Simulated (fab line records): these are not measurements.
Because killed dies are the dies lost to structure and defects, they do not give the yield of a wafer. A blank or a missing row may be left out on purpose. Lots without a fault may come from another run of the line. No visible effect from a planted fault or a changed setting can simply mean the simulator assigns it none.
fab line records :: flow n5Finfet
[record]
  lots = 4
  wafers = 11
  lastDay = 19
route steps=1938 shown BEOL_M10@1514 BEOL_M11@1536 PASSIVATION@1936
lots that met no fault: taken from a fault-free run of the same line
startH: the number of hours between the record's first day and the start of the first shown wafer of the lot :: waitH: how many hours have passed since the lot's step before this one :: " the same as in the row above :: L1.1+2: several wafers, shown together as one row :: - value missing, or start not given :: * or withheld: withheld :: < > ~ a bound
route shown NAME@n: a module of which the file shows steps, and the number in the route of the first :: usual: average and standard deviation across the fault-free wafers :: same: alike in all rows :: chamber/n: place in a boat :: sites: each site's reading :: _std_site: standard deviation across them :: _edge_site: mean of outer sites minus mean of inner sites :: radiusMm: how far each site lies from the wafer's centre :: mask NAME#n: copy n :: behind: the last tool/chamber to shape the wafer :: hold: why the lot was held/for how many hours/how that ended :: device: the transistor (n, p or np) that didn't switch :: end of line: the tests these same wafers got at the end of their route :: a step without rows: its recipe alone :: killed: the dies lost at the first sort to structure and to defects; this is not the yield of the wafer :: map: a wafer's dies, x killed, . not, _ none there
set.NAME: the setting as run; set.NAME@STEP: as run at that earlier step :: model.NAME: the simulator's own value behind a step, which no gauge read
a table for each step, a row for each wafer; lots at some steps of the route
services: when a tool's chamber went out of use (startH, in hours from the record's first day, below 0 if earlier), for how many hours, and the reason
[[steps]]
[step N5_BEOL_M10_STRIP_77]
[recipe]
  chemistry = N2/H2
  timeS = 10
  powerW = 450
  tempC = 40
  pressureMtorr = 20
  rfFrequencyHz = 6e+07
  biasPowerW = 7
  n2FlowSccm = 200
  h2FlowSccm = 200
[step N5_BEOL_M10_HM_STRIP_39]
[recipe]
  chemistry = peroxideTinStrip
  material = TiN
  targetDepthA = 250
  tempC = 50
  timeS = 158
[step N5_BEOL_M10_SRD_40]
[recipe]
  timeS = 30
  tempC = 23
  rinseLiquid = diw
  dry = ipaMarangoni
[step N5_BEOL_M10_PRECLEAN_42]
[recipe]
  chemistry = residueRemover
  timeS = 60
  tempC = 40
[step N5_BEOL_M10_SRD_43]
[recipe]
  timeS = 30
  tempC = 23
  rinseLiquid = diw
  dry = ipaMarangoni
[step N5_BEOL_M10_CURE_72]
[recipe]
  tempC = 370
  timeS = 120
  ambient = DMADMS/He
  material = SiCOH_lowk
[step N5_BEOL_M10_DEGAS_44]
[recipe]
  ambient = vacuum
  tempC = 250
  timeS = 60
[step N5_BEOL_M10_PRE_CLEAN_45]
[recipe]
  gas = H2/He
  timeS = 30
  tempC = 250
[step N5_BEOL_M10_ALD_74]
[recipe]
  material = TaN
  targetThkA = 20
  tempC = 275
  aldPrecursorFamily = PDMAT
  aldCoReactant = NH3
  pressureTorr = 3
  carrierFlowSccm = 1500
  pulseTimeS = 2
  purgeTimeS = 3
  coReactantPurgeTimeS = 2
  coReactantPulseTimeS = 3
  aldCycles = 40
  precursorVesselTempC = 75
  precursorVesselPressureTorr = 26.25
  precursorVesselCarrierSccm = 1000
[step N5_BEOL_M10_SURFACE_TREAT_76]
[recipe]
  gas = Ar
  timeS = *
  ionEnergyEv = *
  ionCurrentMaCm2 = 0.5
  pressureMtorr = *
  arFlowSccm = 30
[step N5_BEOL_M10_CVD_75]
[recipe]
  material = Co
  targetThkA = 20
  tempC = withheld
  precursor = CCTBA/H2
  pressureTorr = 30
  timeS = 138.9
lot.wafer: L443.2+4
tool: cvdCo-01
chamber: 2,0
startH: 329.98
waitH: 0.3

lot.wafer: L451.2+4+6
tool: cvdCo-01
chamber: 0,1,2
startH: 379.51
waitH: 0.0

lot.wafer: L452.3+4+6
tool: cvdCo-01
chamber: 2,1,0
startH: 387.28
waitH: 0.2

lot.wafer: L455.2+4+5
tool: cvdCo-02
chamber: 0,1,0
startH: 404.47
waitH: 0.1
[step N5_BEOL_M10_SPUTTER_48]
[recipe]
  material = Cu
  targetThkA = 120
  tempC = -20
  biasV = 60
  powerW = 26000
  chamberPressurePa = 0.13
  timeS = 2
[step N5_BEOL_M10_ECD_50]
[recipe]
  material = Cu
  targetThkA = 3180
[step N5_BEOL_M10_ANNEAL_51]
[recipe]
  tempC = 225
  timeS = 90
  ambient = N2
[step N5_BEOL_M10_CMP_52]
[recipe]
  stopOn = SiCOH_lowk
  tOverpolishS = 7
  downForcePsi = 1
  platenRpm = 50
  clearingPlatenDownForcePsi = 1.5
  clearingPlatenRpm = 50
  postCmpClean = cuAlkaline
  targetThkNm = 140
  clearingPlatenPadVelocityMS = 0.99484
  padVelocityMS = 0.99484
[step N5_BEOL_M10_PRE_CLEAN_55]
[recipe]
  gas = NH3
  timeS = 15
  tempC = withheld
  rfPowerW = 300
[step N5_BEOL_M10_DEP_56]
[recipe]
  material = SiCN
  targetThkA = 150
  tempC = withheld
  precursor = 3MS/NH3
  pressureTorr = 3
  rfW = 202
  timeS = 26.5
[step N5_BEOL_M11_ILD_DEP_00]
[recipe]
  material = SiCOH_lowk
  targetThkA = 3085.1
  tempC = 300
  precursor = DEMS/porogen
  pressureTorr = 5
  rfW = 500
  timeS = 58
[step N5_BEOL_M11_CURE_71]
[recipe]
  tempC = 385
  timeS = 240
  ambient = He/Ar
  material = SiCOH_lowk
[step N5_BEOL_M11_PECVD_70]
[recipe]
  material = SiO2
  targetThkA = 200
  tempC = 400
  precursor = TEOS/O2
  pressureTorr = 5.5
  rfW = 450
  teosFlowSccm = 53.8
  gas = O2
  flowSccm = 3000
  timeS = 22.7
[step N5_BEOL_M11_HM_DEP_02]
[recipe]
  material = TiN
  targetThkA = 200
  tempC = 25
  chamberPressurePa = 0.49996
[step N5_BEOL_M11_COAT_59]
[recipe]
  resist = SOC
  tempC = 250
  timeS = 60
  spinRpm = 1500
  resistThkNm = 100
[step N5_BEOL_M11_COAT_60]
[recipe]
  resist = SiARC
  tempC = 220
  timeS = 60
  spinRpm = 1500
  resistThkNm = 30
[step N5_BEOL_M11_COAT_05]
[recipe]
  resist = CAR-ArF
  spinRpm = 1500
  resistThkNm = 90
[step N5_BEOL_M11_EBR_07]
[recipe]
  solvent = PGMEA
  ebrWidthMm = 1.5
[step N5_BEOL_M11_SOFTBAKE_06]
[recipe]
  tempC = 110
  timeS = 60
  resist = CAR-ArF
[step N5_BEOL_M11_EXPOSE_08]
[recipe]
  maskId = M11
  na = 1.35
  sourceShape = dipole
  sigmaInner = 0.411
  sigmaOuter = 0.611
  polarization = te
  doseMj = 53.75
[step N5_BEOL_M11_PEB_09]
[recipe]
  pebTempC = withheld
  pebTimeS = 60
  resist = CAR-ArF
[step N5_BEOL_M11_DEVELOP_10]
[recipe]
  developTimeS = 30
  developer = TMAH
  resist = CAR-ArF
  rinseLiquid = diw
  dry = airSpin
  devTempC = 23
[step N5_BEOL_M11_DESCUM_16]
[recipe]
  chemistry = O2
  timeS = 7.9
  sourcePowerW = 50
  biasPowerW = 20
  pressureMtorr = 20
  rfFrequencyHz = 2.712e+07
  tempC = 40
  resist = CAR-ArF
  o2FlowSccm = 225
[step N5_BEOL_M11_ETCH_61]
[recipe]
  chemistry = CF4
  target = SiARC
  targetDepthA = 390
  maskMaterial = CAR-ArF
  timeS = 65
  ionEnergyEv = 80
  pressureMtorr = 40
  sourceW = 545
  biasW = 36
  Ar_flow_sccm = 100
  cf4FlowSccm = 100
  ends = cleared
[step N5_BEOL_M11_ETCH_62]
[recipe]
  chemistry = N2/H2
  target = SOC
  targetDepthA = 1100
  overetchA = 220
  maskMaterial = SiARC
  tempC = 40
  timeS = 165
  ionEnergyEv = 200
  pressureMtorr = 30
  sourceW = 840
  biasW = 150
  n2FlowSccm = 200
  h2FlowSccm = 200
[step N5_BEOL_M11_STRIP_68]
[recipe]
  chemistry = N2/H2
  tempC = 40
  n2FlowSccm = 200
  h2FlowSccm = 200
  rfFrequencyHz = 6e+07
[step N5_PASSIVATION_PROBE_49]
[usual]
  defectLimitedYield = 91.6/1.4
  killed_at_M0_to_M3 = 33/10
  killed_at_M4_up = 13/5.3
  killedAtContacts = 13/5.9
  killedAtFrontEnd = 36/12
  killedAtOther = 4/3.1
  killedDies = 99/16
  killedOpen = 65/13
  killedShort = 32/7.3
  sort_bin_5_function = 4.9/0.9
  sort_bin_6_memory = 3.1/0.66
  sortNPass = 1081/17
  sortYieldPct = 91.6/1.4
[same]
  grossDies = 1180
  killedAtBackSide = 0
  sort_bin_4_leakage[%] = 0
  sort_bin_8_speed[%] = 0
lot.wafer: L451.2
tool: prober-02
chamber: -
startH: 428.83
waitH: 0.1
defectLimitedYield[%]: 78.9
killed_at_M0_to_M3: 30
killed_at_M4_up: 154
killedAtContacts: 10
killedAtFrontEnd: 53
killedAtOther: 2
killedDies: 249
killedOpen: 80
killedShort: 42
sort_bin_5_function[%]: 13.3
sort_bin_6_memory[%]: 4.5
sortNPass: 931
sortYieldPct[%]: 78.9

lot.wafer: L452.6
tool: prober-02
chamber: -
startH: 439.50
waitH: 0.3
defectLimitedYield[%]: 79.2
killed_at_M0_to_M3: 40
killed_at_M4_up: 150
killedAtContacts: 9
killedAtFrontEnd: 45
killedAtOther: 2
killedDies: 246
killedOpen: 67
killedShort: 35
sort_bin_5_function[%]: 13.5
sort_bin_6_memory[%]: 4.6
sortNPass: 934
sortYieldPct[%]: 79.2
// killed by level:class
L451.2 BEOL_M10:unspecified=126 BEOL_M4:geometricParticle:open=19 STI_FIN_REVEAL:geometricParticle:open=11 MOL_CONTACT_COAG:geometricParticle:open=9 BEOL_M2:geometricParticle:open=9 FIN_SAQP:geometricParticle:open=6 BEOL_M3:geometricParticle:short=6 BEOL_M4:geometricParticle:short=6
L452.6 BEOL_M10:unspecified=144 STI_FIN_REVEAL:geometricParticle:open=16 BEOL_M0_SAQP:geometricParticle:short=13 BEOL_M0_SAQP:geometricParticle:open=12 FIN_SAQP:geometricParticle:open=10 FIN_SAQP:geometricParticle:short=9 MOL_CONTACT_COAG:geometricParticle:open=8 BEOL_M3:geometricParticle:open=6
// map L451.2 (x killed, . not)
_________________..x.x....x..________________
______________x..........x......_____________
___________..........xx.........x..__________
__________x...x....................._________
________...x.xxx.........x...x..x.x..._______
_______..x.....x....................x..______
______.........x.x.....x............x..._____
_____.................................x..____
____...........................x.......x..___
___.......x.....................x..........__
___.....x........x....x...xx...............__
__............................x..xx..x...x.._
__.........x.x.........x..........x........._
_.........x.....x..x......x.....x.......x..x.
_x........xx.................................
_..x........x...x..x.............x...x.......
_..x..........x.......x...........x......x...
_x...x........x....xx....xx...x.....x.x......
_......x...x..................x..............
_................x.x............x.x.....x....
_......x........xxxxxx.xxx........x..........
__...........xx.xxxxxxxxx...x..x....x.x....._
__.....x...x.xxxxxxxxxxxxxx...........x....._
___.........x.xxxxxxxxxxxxxx..x.......x...x__
___.........x.xxxxxxxxxxxxx....x......xx...__
____..........xxxxxxxxxxxx.x..............___
_____.x.......xxxxxxxxxxxxxx....x.......x____
______..x..x..xxxxxxxxxxxx..x..........._____
_______...x..x.xxxxxxxxxxxx....x....x..______
________.........xxxxxx.x..x.....x...x_______
__________......x.xxxxxxx.x....x...x_________
___________x.....x.....x....x......__________
______________........x........._____________
_________________...x........________________
// map L452.6 (x killed, . not)
_________________x...........________________
______________.................._____________
___________xx..............x.x.....__________
__________..........x...........x..._________
________x..........................x.._______
_______............x............x......______
______.x....xx....x......x...x.........._____
_____.........x....x......xx.......x.....____
____..............xx......................___
___.....x................................x.__
___.........x.................x........x...__
__.........x.........x.x..xx...x........xx.._
__..............x.x.........x.....x......x.._
_.xxx........................................
_............x........x................x.....
_..................................x.........
_...................x..x.xx...x..............
_...............x..........x...........xx..x.
_....x........x.x.x.x.x.x.......xx..........x
_x....x...x...x..xx.x.x.....x................
_.................xxxxx.x.....x..............
__..x........xx.xxxxxxxxxx.x................_
__x.x.....x...xxxxxxxxxxx.x.....x..x........_
___...x.x.x.xxxxxxxxxxxxxxxx........x......__
___.......x.xxxxxxxxxxxxxxx.xx......x......__
____..x.....xx.xxxxxxxxxxxxxx.............___
_____.x.....xxxxxxxxxxxxxx.xxx...........____
______........x.xxxxxxxxxx..x..........._____
_______..x.x.x.xxxxxxxxxx.xxx..........______
________...x...xx.xxxxxx.x.x....xx...._______
__________....x..x.x.x.x............_________
___________x.x.x..xx.x...........x.__________
______________........x....x...._____________
_________________......x.....________________
[[services]]
tool: cvdCo-02
chamber: 1
startH: 333.33
hours: -
kind: clean

tool: cvdCo-02
chamber: 1
startH: 333.33
hours: 22.0
kind: scheduledDown

tool: cvdCo-02
chamber: 1
startH: 333.33
hours: 22.0
kind: ventCycle

tool: cvdCo-02
chamber: -
startH: 383.44
hours: 2.8
kind: pm
[[key]]
[firstSign]
  step = N5_PASSIVATION_PROBE_49
  reading = killed_at_M4_up
  direction = up
  sigmas = 26
  usual = 13
  struck = 152
[effect]
  step = N5_PASSIVATION_PROBE_49
  reading = killedDies
  direction = up
  sigmas = 9
  usual = 99
  struck = 248
[moreKillsBornAt]
  N5_BEOL_M10_CVD_75@cvdCo-01 = 270
metAt N5_BEOL_M10_CVD_75
struckWafers L451.2,L452.6
onsetBetween 329.98 379.51
[fault]
  kind = chamberParticleSource
  tool = cvdCo-01
  chamber = 0
  onsetH = 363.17
  steps = N5_BEOL_M10_CVD_75
  ratePerVisitCm2 = 1.1665
  endH = 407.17
